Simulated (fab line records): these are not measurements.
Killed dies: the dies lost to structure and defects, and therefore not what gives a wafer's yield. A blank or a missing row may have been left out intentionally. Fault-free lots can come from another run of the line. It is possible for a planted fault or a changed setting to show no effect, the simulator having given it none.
What tool caused it? | flow n5_finfet | Sampling: 24 lots, 72 wafers, 6 of 1938 route steps

## WHAT THE GAUGES READ, wafer by wafer
N5_BEOL_M9_CD_MEAS_28: target cd 70 nm. Usual: cd_nm reads 69.9 nm (standard deviation 0.37).
lot  | measured     | on        | cd_nm (nm)     | flag
L074 | day 9 18:24  | cd_sem-02 | 70.4 70.6 70.4 |
L075 | day 10 02:57 | cd_sem-01 | 70.3 69.9 70.0 |
L076 | day 10 11:07 | cd_sem-01 | 70.2 69.8 70.4 |
L078 | day 10 13:53 | cd_sem-01 | 70.4 70.1 69.9 |
L077 | day 10 13:43 | cd_sem-03 | 70.1 70.4 70.4 |
L079 | day 11 10:32 | cd_sem-03 | 69.9 70.3 70.2 |
L080 | day 11 12:27 | cd_sem-03 | 70.2 69.8 69.6 |
L081 | day 11 22:58 | cd_sem-03 | 69.1 69.5 69.6 |
L083 | day 12 01:50 | cd_sem-01 | 70.4 69.9 70.4 |
L082 | day 12 18:52 | cd_sem-03 | 69.8 70.3 69.9 |
L085 | day 13 05:33 | cd_sem-02 | 70.0 69.9 70.3 |
L086 | day 13 11:57 | cd_sem-03 | 70.2 70.5 70.2 |
L089 | day 13 14:06 | cd_sem-03 | 70.1 70.1 69.9 |
L088 | day 13 11:47 | cd_sem-01 | 70.4 70.4 70.0 |
L084 | day 13 14:16 | cd_sem-01 | 69.7 69.6 70.0 |
L087 | day 13 13:56 | cd_sem-03 | 69.7 70.1 70.1 |
L090 | day 13 14:26 | cd_sem-02 | 69.5 69.5 69.4 |
L092 | day 14 19:16 | cd_sem-03 | 69.9 69.8 69.7 |
L091 | day 14 21:49 | cd_sem-01 | 69.4 69.4 69.4 |
L093 | day 15 06:49 | cd_sem-02 | 70.4 70.5 70.6 |
L094 | day 15 17:45 | cd_sem-01 | 69.5 69.9 69.6 |
L095 | day 15 18:14 | cd_sem-01 | 69.5 69.6 69.7 |
L096 | day 16 02:34 | cd_sem-01 | 69.7 69.2 69.2 |
L097 | day 16 05:18 | cd_sem-01 | 70.1 70.2 70.2 |

## WHICH TOOL RAN EACH LOT (tool, then ch and the chambers of the sampled wafers, then the start)
lot  | N5_BEOL_M8_ETCH_62                 | N5_BEOL_M8_TRENCH_ETCH_37                     | N5_BEOL_M8_SPUTTER_48        | N5_BEOL_M8_ANNEAL_51             | N5_BEOL_M8_DEP_56
L074 | rie_diel-01 ch 1,2,3, day 9 08:04  | rie_diel-01 ch 0,1,3, day 9 12:41 or earlier  | pvd_sputter-02, day 9 12:41  | rtp_anneal-01 ch 0, day 9 12:53  | pecvd-04 ch 0,1, day 9 13:33
L075 | rie_diel-03 ch 1,3, day 9 16:09    | rie_diel-05 ch 0,1, day 9 20:35 or earlier    | pvd_sputter-02, day 9 20:35  | rtp_anneal-02 ch 0, day 9 20:53  | pecvd-02 ch 0,1,2, day 9 21:28
L076 | rie_diel-03 ch 0,1,2, day 10 01:20 | rie_diel-05 ch 0,1,3, day 10 05:24 or earlier | pvd_sputter-02, day 10 05:24 | rtp_anneal-02 ch 0, day 10 06:07 | pecvd-03 ch 0,1,2, day 10 06:47
L078 | rie_diel-05 ch 0,2, day 10 04:38   | rie_diel-03 ch 0,3, day 10 09:05 or earlier   | pvd_sputter-02, day 10 09:05 | rtp_anneal-02 ch 0, day 10 09:40 | pecvd-04 ch 0,1, day 10 10:20
L077 | rie_diel-01 ch 1,2,3, day 10 04:43 | rie_diel-01 ch 2,3, day 10 09:03 or earlier   | pvd_sputter-01, day 10 09:03 | rtp_anneal-01 ch 0, day 10 09:38 | pecvd-03 ch 0,2, day 10 10:19
L079 | rie_diel-01 ch 1,3, day 11 00:57   | rie_diel-05 ch 0,1,3, day 11 03:37 or earlier | pvd_sputter-01, day 11 03:37 | rtp_anneal-01 ch 0, day 11 04:04 | pecvd-03 ch 0,1,2, day 11 04:41
L080 | rie_diel-01 ch 0,1,3, day 11 03:16 | rie_diel-03 ch 1,2,3, day 11 07:31 or earlier | pvd_sputter-03, day 11 07:31 | rtp_anneal-02 ch 0, day 11 07:49 | pecvd-04 ch 1,2, day 11 08:23
L081 | rie_diel-03 ch 0,1, day 11 12:05   | rie_diel-01 ch 1,2, day 11 15:20 or earlier   | pvd_sputter-01, day 11 15:20 | rtp_anneal-02 ch 0, day 11 15:32 | pecvd-02 ch 0,1,2, day 11 16:12
L083 | rie_diel-01 ch 0,2,3, day 11 16:03 | rie_diel-05 ch 0,1,3, day 11 18:39 or earlier | pvd_sputter-02, day 11 18:39 | rtp_anneal-01 ch 0, day 11 18:52 | pecvd-03 ch 0,1,2, day 11 19:31
L082 | rie_diel-03 ch 0,1,2, day 12 08:44 | rie_diel-05 ch 0,1,3, day 12 15:27 or earlier | pvd_sputter-02, day 12 15:27 | rtp_anneal-01 ch 0, day 12 15:40 | pecvd-03 ch 0,1, day 12 16:19
L085 | rie_diel-03 ch 1,2,3, day 12 20:39 | rie_diel-03 ch 0,2, day 12 23:47 or earlier   | pvd_sputter-02, day 12 23:47 | rtp_anneal-02 ch 0, day 13 00:05 | pecvd-04 ch 0,1,2, day 13 00:45
L086 | rie_diel-01 ch 0,2,3, day 13 02:00 | rie_diel-03 ch 0,1,2, day 13 07:46 or earlier | pvd_sputter-01, day 13 07:46 | rtp_anneal-01 ch 0, day 13 08:10 | pecvd-03 ch 0,1,2, day 13 08:50
L089 | rie_diel-03 ch 1,2, day 13 02:41   | rie_diel-01 ch 1,2,3, day 13 09:55 or earlier | pvd_sputter-03, day 13 09:55 | rtp_anneal-02 ch 0, day 13 10:16 | pecvd-04 ch 0,1,2, day 13 10:52
L088 | rie_diel-01 ch 0,2,3, day 13 03:11 | rie_diel-01 ch 1,3, day 13 07:41 or earlier   | pvd_sputter-01, day 13 07:41 | rtp_anneal-01 ch 0, day 13 07:59 | pecvd-04 ch 1,2, day 13 08:34
L084 | rie_diel-01 ch 0,2,3, day 13 04:05 | rie_diel-03 ch 1,3, day 13 10:45 or earlier   | pvd_sputter-03, day 13 10:45 | rtp_anneal-01 ch 0, day 13 11:01 | pecvd-04 ch 1,2, day 13 11:37
L087 | rie_diel-03 ch 0,2,3, day 13 04:11 | rie_diel-01 ch 1,2,3, day 13 10:13 or earlier | pvd_sputter-03, day 13 10:13 | rtp_anneal-01 ch 0, day 13 10:26 | pecvd-04 ch 1,2, day 13 11:06
L090 | rie_diel-03 ch 0,3, day 13 08:04   | rie_diel-01 ch 0,1, day 13 11:14 or earlier   | pvd_sputter-03, day 13 11:14 | rtp_anneal-02 ch 0, day 13 11:29 | pecvd-02 ch 0,1, day 13 12:05
L092 | rie_diel-03 ch 0,2,3, day 14 12:05 | rie_diel-05 ch 0,2,3, day 14 14:44 or earlier | pvd_sputter-01, day 14 14:44 | rtp_anneal-02 ch 0, day 14 15:42 | pecvd-04 ch 0,1, day 14 16:21
L091 | rie_diel-01 ch 1,2, day 14 12:17   | rie_diel-01 ch 0,1,2, day 14 15:16 or earlier | pvd_sputter-01, day 14 15:16 | rtp_anneal-02 ch 0, day 14 16:17 | pecvd-02 ch 0,2, day 14 16:53
L093 | rie_diel-03 ch 1,2, day 14 17:44   | rie_diel-03 ch 0,1,3, day 14 22:09 or earlier | pvd_sputter-02, day 14 22:09 | rtp_anneal-01 ch 0, day 14 22:28 | pecvd-02 ch 0,1,2, day 14 23:02
L094 | rie_diel-05 ch 0,2, day 15 08:29   | rie_diel-03 ch 0,3, day 15 13:47 or earlier   | pvd_sputter-03, day 15 13:47 | rtp_anneal-02 ch 0, day 15 14:15 | pecvd-04 ch 0,1, day 15 14:49
L095 | rie_diel-05 ch 1,3, day 15 08:45   | rie_diel-05 ch 0,2, day 15 13:59 or earlier   | pvd_sputter-03, day 15 13:59 | rtp_anneal-01 ch 0, day 15 14:26 | pecvd-03 ch 0,2, day 15 15:06
L096 | rie_diel-01 ch 0,1,3, day 15 13:30 | rie_diel-05 ch 0,2,3, day 15 17:40 or earlier | pvd_sputter-01, day 15 17:40 | rtp_anneal-01 ch 0, day 15 17:55 | pecvd-02 ch 0,1, day 15 18:32
L097 | rie_diel-03 ch 1,2,3, day 15 16:37 | rie_diel-03 ch 0,1, day 15 20:37 or earlier   | pvd_sputter-01, day 15 20:37 | rtp_anneal-01 ch 0, day 15 20:55 | pecvd-04 ch 0,2, day 15 21:34
- N5_BEOL_M8_ETCH_62: etches SOC in N2/H2, target depth 110 nm, overetch 22 nm, time 165 s.
- N5_BEOL_M8_TRENCH_ETCH_37: etches SiCOH lowk in C4F6/O2, target depth 93.478 nm, time 31.2 s.
- N5_BEOL_M8_SPUTTER_48: material Cu, target thk 10 nm, time 1.667 s.
- N5_BEOL_M8_ANNEAL_51: time 90 s.
- N5_BEOL_M8_DEP_56: deposits SiCN from 3MS/NH3, target thk 10 nm, time 17.5 s.

## WHAT THE TOOLS THEMSELVES READ (means of the sampled wafers that have a number; where no wafer has one, the mark that the record gives instead)
N5_BEOL_M8_ETCH_62. Usual: drypump_motor_current_A 5.5 A, standard deviation 0.4; oes_product_au 0.69 a.u., standard deviation 0.066; rf_fwd_power_W 837.2 W, standard deviation 2.3; rf_vpp_V 525.5 V, standard deviation 2.8; showerhead_plenum_p_Torr 2.59 Torr, standard deviation 0.096; throttle_valve_pct 17.8 %, standard deviation 0.36.
lot  | tool        | drypump_motor_current_A (A) | oes_product_au (a.u.) | rf_fwd_power_W (W) | rf_vpp_V (V) | showerhead_plenum_p_Torr (Torr) | throttle_valve_pct (%) | flag
L074 | rie_diel-01 | 5.5                         | 0.68                  | 838.2              | 526.3        | 2.62                            | 17.9                   |
L075 | rie_diel-03 | 5.3                         | 0.71                  | 838.0              | 527.9        | 2.68                            | 17.6                   |
L076 | rie_diel-03 | 5.5                         | 0.70                  | 838.3              | 526.2        | 2.61                            | 17.8                   |
L078 | rie_diel-05 | 5.0                         | 0.67                  | 835.7              | 524.5        | 2.55                            | 17.6                   |
L077 | rie_diel-01 | 5.5                         | 0.67                  | 837.0              | 525.7        | 2.62                            | 17.9                   |
L079 | rie_diel-01 | 5.4                         | 0.62                  | 837.9              | 524.4        | 2.57                            | 17.8                   |
L080 | rie_diel-01 | 5.5                         | 0.66                  | 835.1              | 524.8        | 2.58                            | 17.9                   |
L081 | rie_diel-03 | 5.2                         | 0.70                  | 837.6              | 526.4        | 2.62                            | 18.0                   |
L083 | rie_diel-01 | 5.8                         | 0.72                  | 836.7              | 525.5        | 2.60                            | 17.7                   |
L082 | rie_diel-03 | 5.5                         | 0.68                  | 840.3              | 524.9        | 2.60                            | 17.9                   |
L085 | rie_diel-03 | 5.5                         | 0.70                  | 836.6              | 527.3        | 2.67                            | 17.6                   |
L086 | rie_diel-01 | 5.8                         | 0.71                  | 836.5              | 525.8        | 2.59                            | 17.7                   |
L089 | rie_diel-03 | 5.3                         | 0.72                  | 835.3              | 527.7        | 2.69                            | 17.7                   |
L088 | rie_diel-01 | 5.8                         | 0.71                  | 837.1              | 525.8        | 2.59                            | 17.7                   |
L084 | rie_diel-01 | 5.8                         | 0.70                  | 837.0              | 526.0        | 2.59                            | 17.7                   |
L087 | rie_diel-03 | 5.6                         | 0.65                  | 837.8              | 524.4        | 2.57                            | 17.8                   |
L090 | rie_diel-03 | 5.4                         | 0.64                  | 837.9              | 525.3        | 2.56                            | 17.9                   |
L092 | rie_diel-03 | 5.6                         | 0.64                  | 836.0              | 524.9        | 2.56                            | 17.8                   |
L091 | rie_diel-01 | 5.3                         | 0.76                  | 836.9              | 526.8        | 2.63                            | 17.9                   |
L093 | rie_diel-03 | 5.7                         | 0.69                  | 837.1              | 527.8        | 2.67                            | 17.5                   |
L094 | rie_diel-05 | 5.0                         | 0.72                  | 836.3              | 524.2        | 2.54                            | 17.5                   |
L095 | rie_diel-05 | 6.1                         | 0.69                  | 836.4              | 521.5        | 2.43                            | 17.4                   |
L096 | rie_diel-01 | 5.5                         | 0.69                  | 838.1              | 524.6        | 2.56                            | 17.8                   |
L097 | rie_diel-03 | 5.5                         | 0.68                  | 836.9              | 526.8        | 2.66                            | 17.6                   |

N5_BEOL_M8_TRENCH_ETCH_37. Usual: for drypump_motor_current_A, 5.5 A with a standard deviation of 0.45; for oes_f_703_au, 0.81 a.u. with a standard deviation of 0.088; for oes_product_au, 0.81 a.u. with a standard deviation of 0.082; for rf_fwd_power_W, 340.6 W with a standard deviation of 1.5; for rf_vpp_V, 669 V with a standard deviation of 20; for showerhead_plenum_p_Torr, 2.89 Torr with a standard deviation of 0.11; for throttle_valve_pct, 20.95 % with a standard deviation of 0.22.
lot  | tool        | drypump_motor_current_A (A) | oes_f_703_au (a.u.) | oes_product_au (a.u.) | rf_fwd_power_W (W) | rf_vpp_V (V) | showerhead_plenum_p_Torr (Torr) | throttle_valve_pct (%) | flag
L074 | rie_diel-01 | 5.5                         | 0.79                | 0.79                  | 340.3              | 655          | 2.91                            | 21.03                  |
L075 | rie_diel-05 | 5.0                         | 0.84                | 0.83                  | 341.6              | 667          | 2.85                            | 20.78                  |
L076 | rie_diel-05 | 5.5                         | 0.84                | 0.83                  | 341.3              | 679          | 2.82                            | 20.76                  |
L078 | rie_diel-03 | 5.4                         | 0.73                | 0.76                  | 341.3              | 683          | 2.90                            | 21.11                  |
L077 | rie_diel-01 | 5.7                         | 0.82                | 0.83                  | 339.5              | 668          | 2.92                            | 20.83                  |
L079 | rie_diel-05 | 5.5                         | 0.82                | 0.82                  | 341.4              | 679          | 2.82                            | 20.77                  |
L080 | rie_diel-03 | 5.5                         | 0.84                | 0.84                  | 339.2              | 685          | 3.01                            | 20.87                  |
L081 | rie_diel-01 | 5.6                         | 0.85                | 0.83                  | 340.8              | 649          | 2.99                            | 21.14                  |
L083 | rie_diel-05 | 5.5                         | 0.82                | 0.82                  | 342.1              | 679          | 2.81                            | 20.78                  |
L082 | rie_diel-05 | 5.5                         | 0.81                | 0.81                  | 342.0              | 678          | 2.81                            | 20.80                  |
L085 | rie_diel-03 | 5.8                         | 0.77                | 0.79                  | 341.1              | 675          | 2.91                            | 21.05                  |
L086 | rie_diel-03 | 5.5                         | 0.79                | 0.80                  | 340.7              | 673          | 2.91                            | 21.09                  |
L089 | rie_diel-01 | 5.5                         | 0.86                | 0.86                  | 340.5              | 655          | 2.93                            | 20.93                  |
L088 | rie_diel-01 | 5.2                         | 0.89                | 0.89                  | 339.5              | 647          | 2.90                            | 20.89                  |
L084 | rie_diel-03 | 5.3                         | 0.79                | 0.79                  | 338.5              | 689          | 2.99                            | 20.94                  |
L087 | rie_diel-01 | 5.5                         | 0.86                | 0.87                  | 340.1              | 655          | 2.93                            | 20.91                  |
L090 | rie_diel-01 | 5.3                         | 0.92                | 0.92                  | 340.7              | 642          | 2.92                            | 20.98                  |
L092 | rie_diel-05 | 5.6                         | 0.90                | 0.89                  | 342.0              | 657          | 2.82                            | 20.71                  |
L091 | rie_diel-01 | 5.6                         | 0.87                | 0.87                  | 340.6              | 649          | 2.94                            | 21.04                  |
L093 | rie_diel-03 | 5.4                         | 0.75                | 0.75                  | 340.1              | 675          | 2.90                            | 21.15                  |
L094 | rie_diel-03 | 5.5                         | 0.67                | 0.69                  | 339.7              | 670          | 2.79                            | 21.35                  |
L095 | rie_diel-05 | 5.0                         | 0.88                | 0.86                  | 341.2              | 646          | 2.84                            | 20.76                  |
L096 | rie_diel-05 | 5.6                         | 0.88                | 0.87                  | 342.1              | 657          | 2.82                            | 20.72                  |
L097 | rie_diel-03 | 5.3                         | 0.71                | 0.72                  | 340.2              | 665          | 2.80                            | 21.35                  |

N5_BEOL_M8_SPUTTER_48. Usual: chuck_gas_flow_sccm 1.26 sccm, standard deviation 0.051; throttle_valve_pct 29.9 %, standard deviation 1.1.
lot  | tool           | chuck_gas_flow_sccm (sccm) | throttle_valve_pct (%) | flag
L074 | pvd_sputter-02 | 1.33                       | 29.3                   |
L075 | pvd_sputter-02 | 1.34                       | 30.6                   |
L076 | pvd_sputter-02 | 1.26                       | 30.1                   |
L078 | pvd_sputter-02 | 1.29                       | 29.0                   |
L077 | pvd_sputter-01 | 1.21                       | 30.1                   |
L079 | pvd_sputter-01 | 1.25                       | 29.6                   |
L080 | pvd_sputter-03 | 1.26                       | 30.6                   |
L081 | pvd_sputter-01 | 1.30                       | 30.1                   |
L083 | pvd_sputter-02 | 1.30                       | 30.1                   |
L082 | pvd_sputter-02 | 1.20                       | 29.0                   |
L085 | pvd_sputter-02 | 1.21                       | 29.6                   |
L086 | pvd_sputter-01 | 1.25                       | 30.2                   |
L089 | pvd_sputter-03 | 1.31                       | 29.5                   |
L088 | pvd_sputter-01 | 1.27                       | 30.1                   |
L084 | pvd_sputter-03 | 1.23                       | 29.9                   |
L087 | pvd_sputter-03 | 1.27                       | 30.0                   |
L090 | pvd_sputter-03 | 1.28                       | 29.7                   |
L092 | pvd_sputter-01 | 1.25                       | 30.4                   |
L091 | pvd_sputter-01 | 1.25                       | 29.7                   |
L093 | pvd_sputter-02 | 1.24                       | 30.0                   |
L094 | pvd_sputter-03 | 1.27                       | 29.7                   |
L095 | pvd_sputter-03 | 1.28                       | 30.8                   |
L096 | pvd_sputter-01 | 1.20                       | 30.3                   |
L097 | pvd_sputter-01 | 1.28                       | 30.2                   |

N5_BEOL_M8_ANNEAL_51. Usual: wafer_temp_C_max reads 225.86 (standard deviation 0.28).
lot  | tool          | wafer_temp_C_max | flag
L074 | rtp_anneal-01 | 225.66           |
L075 | rtp_anneal-02 | 225.79           |
L076 | rtp_anneal-02 | 225.98           |
L078 | rtp_anneal-02 | 225.97           |
L077 | rtp_anneal-01 | 225.92           |
L079 | rtp_anneal-01 | 225.77           |
L080 | rtp_anneal-02 | 226.05           |
L081 | rtp_anneal-02 | 226.20           |
L083 | rtp_anneal-01 | 226.00           |
L082 | rtp_anneal-01 | 225.45           |
L085 | rtp_anneal-02 | 225.83           |
L086 | rtp_anneal-01 | 225.59           |
L089 | rtp_anneal-02 | 226.18           |
L088 | rtp_anneal-01 | 225.72           |
L084 | rtp_anneal-01 | 225.76           |
L087 | rtp_anneal-01 | 225.91           |
L090 | rtp_anneal-02 | 226.08           |
L092 | rtp_anneal-02 | 225.87           |
L091 | rtp_anneal-02 | 226.16           |
L093 | rtp_anneal-01 | 225.83           |
L094 | rtp_anneal-02 | 226.07           |
L095 | rtp_anneal-01 | 225.55           |
L096 | rtp_anneal-01 | 225.77           |
L097 | rtp_anneal-01 | 225.70           |

N5_BEOL_M8_DEP_56. Usual: chamber_pressure_Torr 3.000 Torr, standard deviation 0.0068; rf_fwd_power_W 199.4 W, standard deviation 0.84; showerhead_plenum_p_Torr 3.662 Torr, standard deviation 0.011; throttle_valve_pct 9.2 %, standard deviation 0.61.
lot  | tool     | chamber_pressure_Torr (Torr) | rf_fwd_power_W (W) | showerhead_plenum_p_Torr (Torr) | throttle_valve_pct (%) | flag
L074 | pecvd-04 | 2.993                        | 199.7              | 3.649                           | 9.5                    |
L075 | pecvd-02 | 2.996                        | 199.3              | 3.662                           | 9.2                    |
L076 | pecvd-03 | 3.004                        | 198.8              | 3.671                           | 9.2                    |
L078 | pecvd-04 | 2.995                        | 200.7              | 3.656                           | 9.8                    |
L077 | pecvd-03 | 3.007                        | 200.2              | 3.666                           | 9.1                    |
L079 | pecvd-03 | 3.001                        | 199.1              | 3.666                           | 9.2                    |
L080 | pecvd-04 | 3.004                        | 198.9              | 3.658                           | 8.4                    |
L081 | pecvd-02 | 3.003                        | 198.8              | 3.660                           | 9.1                    |
L083 | pecvd-03 | 3.005                        | 199.0              | 3.664                           | 9.1                    |
L082 | pecvd-03 | 3.000                        | 198.9              | 3.679                           | 9.3                    |
L085 | pecvd-04 | 3.004                        | 199.3              | 3.664                           | 8.9                    |
L086 | pecvd-03 | 2.997                        | 199.3              | 3.669                           | 9.3                    |
L089 | pecvd-04 | 2.999                        | 199.8              | 3.660                           | 9.1                    |
L088 | pecvd-04 | 2.998                        | 199.6              | 3.661                           | 8.7                    |
L084 | pecvd-04 | 2.995                        | 199.2              | 3.666                           | 8.9                    |
L087 | pecvd-04 | 2.994                        | 199.6              | 3.667                           | 8.8                    |
L090 | pecvd-02 | 2.994                        | 199.0              | 3.659                           | 9.5                    |
L092 | pecvd-04 | 3.001                        | 199.7              | 3.659                           | 9.5                    |
L091 | pecvd-02 | 3.002                        | 199.3              | 3.656                           | 9.4                    |
L093 | pecvd-02 | 3.007                        | 199.1              | 3.662                           | 9.2                    |
L094 | pecvd-04 | 2.995                        | 200.3              | 3.658                           | 9.8                    |
L095 | pecvd-03 | 2.996                        | 199.5              | 3.659                           | 9.4                    |
L096 | pecvd-02 | 2.996                        | 198.9              | 3.655                           | 9.6                    |
L097 | pecvd-04 | 2.999                        | 199.2              | 3.653                           | 8.7                    |

## THE ANSWER, worked out from the rows above alone
Rule: take the mean of a lot's wafers that have a number; if it is more than 3 standard deviations from the usual mean, the lot is off. Also off: a lot with no number at a reading for which 4 or more lots have one. All remaining lots with rows at the step are treated as sound. First the gauges in route order, then the tools' own readings, where a lot's mean is used as printed above. The first step at which some lot is off is used, and at that step the reading that is off furthest; a lot without a number counts as furthest.
Nothing can be told from this: no lot is off at any reading shown.

## WHAT HAD BEEN PUT IN BY THE SIMULATOR
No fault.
